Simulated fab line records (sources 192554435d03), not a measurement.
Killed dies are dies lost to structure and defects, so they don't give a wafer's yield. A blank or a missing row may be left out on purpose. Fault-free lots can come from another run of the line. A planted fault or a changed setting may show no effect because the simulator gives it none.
fab line records	flow n5-finfet
[record] lots = 8	wafers = 24	last-day = 22
route steps=1938 shown BEOL_M2@866 BEOL_M4@1111 PASSIVATION@1936
lots that met no fault: from a run of the same line without faults
start-h: the number of hours between the record's first day and the start of the first shown wafer of the lot	wait-h: time in hours since the lot's previous step	" repeats the value in the row above	L1.1+2: a single row standing in for several wafers	- no value, or no start was given	* or withheld: withheld	< > ~ a bound
route shown NAME@n: names a module that has steps shown in the file, with the first one's number in the route	usual: mean/standard deviation of fault-free wafers	same: alike in all rows	chamber/n: place in a boat	sites: each site's reading	_std_site: the standard deviation of these	_edge_site: outer sites' mean less inner sites'	radius-mm: for every site, how far away it sits from the centre of the wafer	mask NAME#n: copy n	behind: the tool/chamber that last shaped the wafer	hold: reason for holding the lot/hours on hold/outcome of the hold	device: names the non-switching transistor (n, p or np)	end of line: tests of these same wafers at the route's end	where a step has no rows: the recipe by itself	killed: dies lost to structure and defects at the first sort, not the wafer's yield	map: a wafer's dies, marking killed ones x, the rest . and places with no die _
set.NAME: setting as actually run; set.NAME@STEP: the setting as run at that earlier step	model.NAME: the simulator's own value behind a step, which no gauge read
route steps across a sampled set of lots; one table per step, one row per wafer
services: when a tool's chamber went out of use (start-h, in hours from the record's first day, below 0 if earlier), for how many hours, and the reason
[[steps]]
[step N5_BEOL_M2_CD_MEAS_18]
[recipe] pitch-nm = 36	target-cd-nm = 18
[usual] cd-nm = 18.0/0.31
lot.wafer	tool	chamber	start-h	wait-h	cd-nm
L208.4	cd-sem-02	-	161.39	0.1	18.2
L208.5	"	-	"	"	18.1
L208.6	"	-	"	"	18.1
L209.1	cd-sem-03	-	166.13	0.0	18.4
L209.4	"	-	"	"	17.9
L209.6	"	-	"	"	18.3
L210.4	cd-sem-02	-	167.26	0.1	17.8
L210.5	"	-	"	"	18.0
L210.6	"	-	"	"	17.9
L213.1	cd-sem-02	-	186.25	0.0	17.6
L213.2	"	-	"	"	17.8
L213.4	"	-	"	"	17.6
L214.1	cd-sem-03	-	193.47	0.0	18.2
L214.3	"	-	"	"	18.2
L214.6	"	-	"	"	17.9
L223.1	cd-sem-03	-	241.24	0.0	18.4
L223.2	"	-	"	"	18.2
L223.3	"	-	"	"	18.5
L224.1	cd-sem-03	-	250.48	0.0	18.4
L224.2	"	-	"	"	18.2
L224.5	"	-	"	"	17.8
L228.3	cd-sem-01	-	275.47	0.1	18.1
L228.4	"	-	"	"	18.0
L228.6	"	-	"	"	17.7
[step N5_BEOL_M2_DESCUM_33]
[recipe] chemistry = O2	time-s = 7	source-power-w = 50	bias-power-w = 20	pressure-mtorr = 20	rf-frequency-hz = 2.712e+07	temp-c = 40	resist = CAR-EUV	o2-flow-sccm = 225
[usual] chamber-pressure-mTorr = 19.999/0.017	drypump-motor-current-A = 5.7/0.44	oes-product-au = 0.78/0.1	rf-vpp-V = 243.5/1.5	showerhead-plenum-p-Torr = 2.12/0.081	throttle-valve-pct = 20.50/0.16
lot.wafer	tool	chamber	start-h	wait-h	chamber-pressure-mTorr	drypump-motor-current-A	oes-product-au	rf-hours-counter-h	rf-vpp-V	showerhead-plenum-p-Torr	throttle-valve-pct
L208.4	rie-diel-02	1	162.25	0.5	19.993	5.8	0.74	161	244.8	2.18	20.41
L208.5	"	3	"	"	20.010	5.6	0.78	-	241.8	2.01	20.62
L208.6	"	2	"	"	19.969	5.6	0.81	-	243.4	2.19	20.48
L209.1	rie-diel-04	1	166.57	0.0	19.968	5.5	0.90	35	240.7	2.04	20.52
L209.4	"	2	"	"	19.987	5.2	0.70	-	241.8	2.06	20.48
L209.6	"	1	"	"	20.004	5.6	0.92	-	242.5	2.04	20.54
L210.4	rie-diel-05	0	167.72	0.0	19.977	6.3	0.93	-	242.5	2.14	20.37
L210.5	"	3	"	"	20.011	6.7	0.70	-	243.7	2.17	20.59
L210.6	"	2	"	"	19.962	5.7	0.70	-	242.8	2.15	20.79
L213.1	rie-diel-04	1	186.69	0.0	19.978	5.6	0.89	44	240.8	2.04	20.54
L213.2	"	0	"	"	19.984	6.1	0.99	3	244.6	2.23	20.23
L213.4	"	3	"	"	19.987	5.1	0.69	239	245.5	2.15	20.66
L214.1	rie-diel-05	0	194.04	0.0	19.987	6.3	0.91	22	244.2	2.14	20.37
L214.3	"	3	"	"	20.004	6.6	0.70	196	243.7	2.17	20.61
L214.6	"	3	"	"	20.011	6.5	0.69	-	244.2	2.17	20.61
L223.1	rie-diel-04	3	241.81	0.0	20.021	5.1	0.99	5	244.7	2.15	20.32
L223.2	"	0	"	"	19.996	6.1	0.92	26	245.3	2.22	20.28
L223.3	"	1	"	"	20.022	5.6	0.86	65	243.4	2.03	20.58
L224.1	rie-diel-02	0	251.05	0.0	19.991	5.6	0.70	216	242.3	1.99	20.42
L224.2	"	2	"	"	19.963	5.7	0.78	121	245.6	2.18	20.54
L224.5	"	3	"	"	19.982	5.6	0.76	-	241.2	2.00	20.67
L228.3	rie-diel-02	1	276.03	0.0	20.008	5.8	0.72	198	244.8	2.17	20.47
L228.4	"	3	"	"	19.996	5.6	0.74	178	240.3	2.00	20.66
L228.6	"	0	"	"	20.014	5.6	0.69	-	240.1	1.98	20.43
[step N5_BEOL_M2_ETCH_77]
[recipe] chemistry = N2/H2	target = underlayer	target-depth-a = 65	mask-material = CAR-EUV	time-s = 5.2	ion-energy-ev = 200	pressure-mtorr = 30	source-w = 840	bias-w = 150	n2-flow-sccm = 200	h2-flow-sccm = 200	ends = cleared
[usual] chamber-pressure-mTorr = 30.00/0.04	drypump-motor-current-A = 5.8/0.44	etch-rf-on-time-s = 5.21/0.078	oes-product-au = 0.67/0.087	rf-vpp-V = 524.9/2.9	showerhead-plenum-p-Torr = 2.57/0.1	throttle-valve-pct = 17.95/0.14
lot.wafer	tool	chamber	start-h	wait-h	chamber-pressure-mTorr	drypump-motor-current-A	etch-rf-on-time-s	oes-product-au	rf-hours-counter-h	rf-vpp-V	showerhead-plenum-p-Torr	throttle-valve-pct
L208.4	rie-diel-02	1	162.29	0.0	30.03	5.8	5.22	0.64	161	526.5	2.64	17.82
L208.5	"	3	"	"	30.00	5.7	5.36	0.64	-	520.1	2.44	18.02
L208.6	"	2	"	"	29.93	5.7	5.11	0.69	-	528.7	2.68	18.03
L209.1	rie-diel-04	1	166.61	0.0	30.02	5.6	5.16	0.78	35	523.3	2.49	17.97
L209.4	"	2	"	"	29.99	5.2	5.20	0.60	-	521.1	2.51	17.87
L209.6	"	1	"	"	30.06	5.6	5.19	0.78	-	524.4	2.49	17.95
L210.4	rie-diel-05	0	167.74	0.0	29.95	6.3	5.12	0.80	-	526.1	2.61	17.89
L210.5	"	3	"	"	29.99	6.6	5.32	0.60	-	526.3	2.63	17.94
L210.6	"	2	"	"	30.02	5.7	5.18	0.60	-	527.9	2.62	18.18
L213.1	rie-diel-04	1	186.73	0.0	29.96	5.6	5.16	0.76	44	522.1	2.48	18.01
L213.2	"	0	"	"	30.01	6.1	5.05	0.85	3	530.2	2.72	17.74
L213.4	"	3	"	"	29.98	5.1	5.22	0.60	239	524.7	2.61	18.17
L214.1	rie-diel-05	0	194.07	0.0	30.02	6.3	5.16	0.79	22	524.7	2.61	17.91
L214.3	"	3	"	"	29.98	6.6	5.28	0.60	196	525.4	2.63	17.96
L214.6	"	3	"	"	29.94	6.6	5.25	0.59	-	526.6	2.62	17.94
L223.1	rie-diel-04	3	241.85	0.0	29.98	5.1	5.08	0.85	5	523.2	2.60	17.76
L223.2	"	0	"	"	29.95	6.1	5.10	0.77	26	528.2	2.71	17.74
L223.3	"	1	"	"	29.96	5.5	5.20	0.74	65	523.8	2.47	18.02
L224.1	rie-diel-02	0	251.08	0.0	30.01	5.6	5.16	0.61	216	519.6	2.41	17.81
L224.2	"	2	"	"	30.00	5.7	5.18	0.67	121	525.9	2.67	18.06
L224.5	"	3	"	"	30.06	5.6	5.36	0.64	-	522.8	2.43	18.07
L228.3	rie-diel-02	1	276.07	0.0	29.99	5.7	5.18	0.61	198	525.1	2.63	17.89
L228.4	"	3	"	"	30.05	5.6	5.44	0.62	178	521.4	2.43	18.08
L228.6	"	0	"	"	30.00	5.6	5.26	0.59	-	520.1	2.41	17.81
[step N5_BEOL_M2_VIA_ETCH_34]
[recipe] chemistry = C4F6/O2	target-depth-a = 694	mask-material = SOC	pressure-mtorr = 15	ion-energy-ev = 250	taper-deg = 4	time-s = 65.9	source-w = 350	bias-w = 170	Ar_flow_sccm = 300	C4F6_flow_sccm = 10	O2_flow_sccm = 10
[usual] chamber-pressure-mTorr = 14.998/0.013	drypump-motor-current-A = 5.7/0.4	oes-product-au = 0.80/0.097	rf-vpp-V = 667/6.4	run-length-s = 89.2/0.51	showerhead-plenum-p-Torr = 2.88/0.1	throttle-valve-pct = 30.77/0.14
lot.wafer	tool	chamber	start-h	wait-h	chamber-pressure-mTorr	drypump-motor-current-A	oes-product-au	rf-hours-counter-h	rf-vpp-V	run-length-s	showerhead-plenum-p-Torr	throttle-valve-pct
L208.4	rie-diel-02	2	169.71	0.0	15.017	5.7	0.80	93	676	88.6	2.97	30.86
L208.5	"	1	"	"	15.010	5.8	0.74	-	664	89.2	2.95	30.64
L208.6	"	2	"	"	15.010	5.7	0.81	-	676	88.9	2.97	30.85
L209.1	rie-diel-05	2	169.84	0.0	14.989	5.8	0.70	221	659	89.1	2.93	31.08
L209.4	"	2	"	"	14.988	5.8	0.70	-	657	88.7	2.92	31.09
L209.6	"	0	"	"	15.004	6.3	0.92	-	682	88.9	2.90	30.70
L210.4	rie-diel-02	1	175.15	0.0	15.011	5.8	0.74	165	666	90.1	2.95	30.62
L210.5	"	1	"	"	14.989	5.8	0.73	-	665	89.6	2.95	30.64
L210.6	"	2	"	"	14.996	5.6	0.79	-	677	88.5	2.97	30.86
L213.1	rie-diel-02	1	198.75	0.0	15.012	5.8	0.73	174	664	89.7	2.94	30.65
L213.2	"	2	"	"	15.013	5.7	0.79	104	675	83.8	2.97	30.86
L213.4	"	3	"	"	14.992	5.6	0.75	152	662	89.1	2.73	30.93
L214.1	rie-diel-02	3	206.44	0.0	15.014	5.6	0.76	154	663	89.2	2.73	30.94
L214.3	"	1	"	"	14.986	5.8	0.73	176	666	84.4	2.94	30.67
L214.6	"	0	"	"	15.020	5.6	0.70	-	667	89.3	2.71	30.72
L223.1	rie-diel-02	0	282.85	0.0	14.991	5.6	0.69	225	669	89.4	2.70	30.73
L223.2	"	3	"	"	15.001	5.6	0.73	180	661	89.3	2.72	30.95
L223.3	"	1	"	"	15.001	5.7	0.71	201	665	89.5	2.93	30.69
L224.1	rie-diel-04	0	291.56	0.0	14.982	6.1	0.89	40	672	88.9	3.00	30.60
L224.2	"	3	"	"	15.002	5.1	0.94	19	667	89.1	2.89	30.62
L224.5	"	0	"	"	15.010	6.1	0.89	-	672	89.0	3.00	30.60
L228.3	rie-diel-02	3	313.66	0.0	14.997	5.6	0.73	191	661	89.0	2.71	30.96
L228.4	"	0	"	"	14.999	5.6	0.69	235	670	89.3	2.70	30.75
L228.6	"	1	"	"	15.004	5.7	0.72	-	663	89.2	2.93	30.69
[step N5_BEOL_M4_RC_MEAS_101]
[usual] DIBL_N = 36.3/1.1	DIBL_P = 36.3/1.4	IOFF_N = 0.155/0.019	IOFF_P = 0.211/0.027	ION_N = 672/8.5	ION_P = 462/5.8	SS_N = 71.5/0.56	SS_P = 73.3/0.52	VT_N = 249.9/2.5	VT_P = -249.8/2.8
lot.wafer	tool	chamber	start-h	wait-h	DIBL_N[mV/V]	DIBL_P[mV/V]	IOFF_N[nA/um]	IOFF_P[nA/um]	ION_N[uA/um]	ION_P[uA/um]	SS_N[mV/dec]	SS_P[mV/dec]	VT_N[mV]	VT_P[mV]
L209.1	prober-01	0	219.84	0.0	35.0	36.1	0.126	0.198	669	459	70.9	72.1	255.9	-249.1
L209.4	"	0	"	"	35.6	37.4	0.148	0.235	679	473	71.3	73.1	248.9	-247.1
L209.6	"	0	"	"	36.1	37.8	0.149	0.227	668	458	71.5	72.3	251.6	-248.8
L208.4	prober-01	0	228.86	0.5	35.6	36.9	0.152	0.178	669	451	71.1	73.6	248.7	-253.7
L208.5	"	0	"	"	34.9	35.4	0.134	0.170	670	456	71.3	73.3	249.2	-252.4
L208.6	"	0	"	"	35.7	35.9	0.153	0.178	671	455	72.0	73.3	251.5	-253.4
L210.4	prober-01	0	238.37	0.5	37.2	37.1	0.172	0.244	676	472	71.9	73.9	248.4	-244.4
L210.5	"	0	"	"	36.5	36.6	0.161	0.243	672	467	71.8	73.0	247.0	-247.3
L210.6	"	0	"	"	35.9	35.2	0.140	0.227	669	469	71.0	72.7	252.1	-248.4
L213.1	prober-02	0	289.57	0.0	36.7	37.0	0.177	0.217	689	466	71.6	74.0	250.4	-248.3
L213.2	"	0	"	"	37.7	37.7	0.182	0.223	677	459	72.3	73.2	245.9	-247.1
L213.4	"	0	"	"	36.1	34.9	0.156	0.183	670	456	71.0	73.2	249.7	-251.6
L223.1	prober-01	0	376.28	0.0	36.3	36.6	0.168	0.226	687	470	71.9	73.7	247.1	-248.9
L223.2	"	0	"	"	36.7	36.6	0.178	0.231	688	471	71.6	74.1	243.7	-246.9
L223.3	"	0	"	"	35.7	35.8	0.158	0.221	690	471	71.9	73.8	247.6	-246.9
L224.1	prober-02	0	385.35	0.0	38.3	37.3	0.176	0.236	677	462	71.2	73.9	245.9	-248.3
L224.2	"	0	"	"	37.5	35.8	0.154	0.206	680	465	71.6	73.1	252.5	-249.6
L224.5	"	0	"	"	36.9	35.6	0.149	0.204	669	457	71.5	73.6	250.5	-249.6
L214.1	prober-02	0	399.64	0.0	35.6	35.6	0.134	0.184	670	460	71.4	73.3	250.1	-253.3
L214.3	"	0	"	"	35.7	36.2	0.138	0.190	664	463	71.3	72.7	251.8	-253.4
L214.6	"	0	"	"	36.2	36.6	0.144	0.195	668	461	71.4	73.2	250.7	-251.7
L228.3	prober-01	0	401.12	0.3	35.6	35.2	0.158	0.210	682	464	72.1	73.3	248.2	-248.4
L228.4	"	0	"	"	36.3	34.7	0.159	0.200	666	459	72.0	73.4	249.2	-250.9
L228.6	"	0	"	"	36.0	35.2	0.158	0.205	675	458	71.3	73.0	249.8	-249.2
[step N5_PASSIVATION_PROBE_49]
[usual] defect-limited-yield = 91.4/1.2	killed_at_M0_to_M3 = 34/10	killed_at_M4_up = 14/5.1	killed-at-contacts = 12/6.4	killed-at-front-end = 38/9.3	killed-at-other = 4/3	killed-dies = 102/15	killed-on-rim = 13/3.6	killed-open = 67/12	killed-short = 33/6.9	sort_bin_5_function = 5.0/0.86	sort_bin_6_memory = 3.2/0.58	sort-n-pass = 1078/15	sort-yield-pct = 91.4/1.2
[same] gross-dies = 1180	killed-at-back-side = 0	sort_bin_4_leakage[%] = 0	sort_bin_8_speed[%] = 0
lot.wafer	tool	chamber	start-h	wait-h	defect-limited-yield[%]	killed_at_M0_to_M3	killed_at_M4_up	killed-at-contacts	killed-at-front-end	killed-at-other	killed-dies	killed-on-rim	killed-open	killed-short	sort_bin_5_function[%]	sort_bin_6_memory[%]	sort-n-pass	sort-yield-pct[%]
L214.1	prober-01	-	517.10	0.0	91.4	26	21	16	35	3	101	12	61	36	4.7	3.1	1079	91.4
L214.3	prober-01	-	517.20	0.1	93.1	22	11	8	39	2	82	10	57	24	3.9	2.7	1098	93.1
L214.6	prober-01	-	517.35	0.3	93.5	18	9	9	35	6	77	12	53	24	4.1	2.4	1103	93.5
// killed by level:class
L214.1 BEOL_M4:geometric-particle:open=12 MOL_CONTACT_COAG:geometric-particle:open=10 STI_FIN_REVEAL:geometric-particle:open=8 GATE_CUT:geometric-particle:short=7 FIN_SAQP:geometric-particle:short=6 MOL_CONTACT_COAG:geometric-particle:short=6 BEOL_M0_SAQP:geometric-particle:short=6 BEOL_M2:geometric-particle:open=5
L214.3 BEOL_M2:geometric-particle:open=11 STI_FIN_REVEAL:geometric-particle:open=10 FIN_SAQP:geometric-particle:open=9 FIN_SAQP:geometric-particle:short=7 MOL_CONTACT_COAG:geometric-particle:open=7 BEOL_M0_SAQP:geometric-particle:open=3 BEOL_M0_SAQP:geometric-particle:short=3 BEOL_M2:geometric-particle:short=3
L214.6 STI_FIN_REVEAL:geometric-particle:open=10 MOL_CONTACT_COAG:geometric-particle:open=8 FIN_SAQP:geometric-particle:short=7 FIN_SAQP:geometric-particle:open=5 BEOL_M2:geometric-particle:open=5 GATE_CUT:geometric-particle:short=4 BEOL_M0_SAQP:geometric-particle:open=4 DUMMY_GATE:geometric-particle:open=3
[[services]]
tool	chamber	start-h	hours	kind
rie-diel-05	2	144.20	3.8	repair
rie-diel-04	0	157.01	-	clean
rie-diel-04	0	157.01	-	consumable-replace:focus-ring
rie-diel-04	0	157.01	-	consumable-replace:showerhead
rie-diel-04	0	157.01	20.0	scheduled-down
rie-diel-04	0	157.01	20.0	vent-cycle
rie-diel-05	1	157.39	-	clean
rie-diel-05	1	157.39	-	consumable-replace:focus-ring
rie-diel-05	1	157.39	-	consumable-replace:showerhead
rie-diel-05	-	172.97	2.8	pm
rie-diel-04	3	212.32	-	clean
rie-diel-04	3	212.32	-	consumable-replace:focus-ring
rie-diel-04	3	212.32	13.7	scheduled-down
rie-diel-04	3	212.32	13.7	vent-cycle
rie-diel-02	-	238.40	0.2	repair
rie-diel-02	0	251.28	2.0	repair
rie-diel-05	2	261.55	-	clean
rie-diel-05	2	261.55	-	consumable-replace:focus-ring
rie-diel-05	2	261.55	27.8	scheduled-down
rie-diel-05	2	261.55	27.8	vent-cycle
rie-diel-04	2	292.39	-	clean
rie-diel-04	2	292.39	-	consumable-replace:focus-ring
rie-diel-04	2	292.39	17.3	scheduled-down
rie-diel-04	2	292.39	17.3	vent-cycle
[[key]]
[first-sign] step = N5_BEOL_M2_VIA_ETCH_34	reading = run-length-s	direction = down	sigmas = 10	usual = *	struck = *
effect none on later readings
met-at N5_BEOL_M2_VIA_ETCH_34
struck-lots L213,L214
struck-wafers L213.2,L214.3
not-acting-at N5_BEOL_M2_CD_MEAS_18,N5_BEOL_M2_DESCUM_33,N5_BEOL_M2_ETCH_77
onset-between 175.15 198.75
[fault] kind = process-parameter-drift	tool = rie-diel-02	chamber = -	onset-h = 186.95	steps = N5_BEOL_M2_VIA_ETCH_34	channel = time-s	offset = *	shape = step	end-h = 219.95	scope = struck-wafers-only	acts-in = *	stated = *
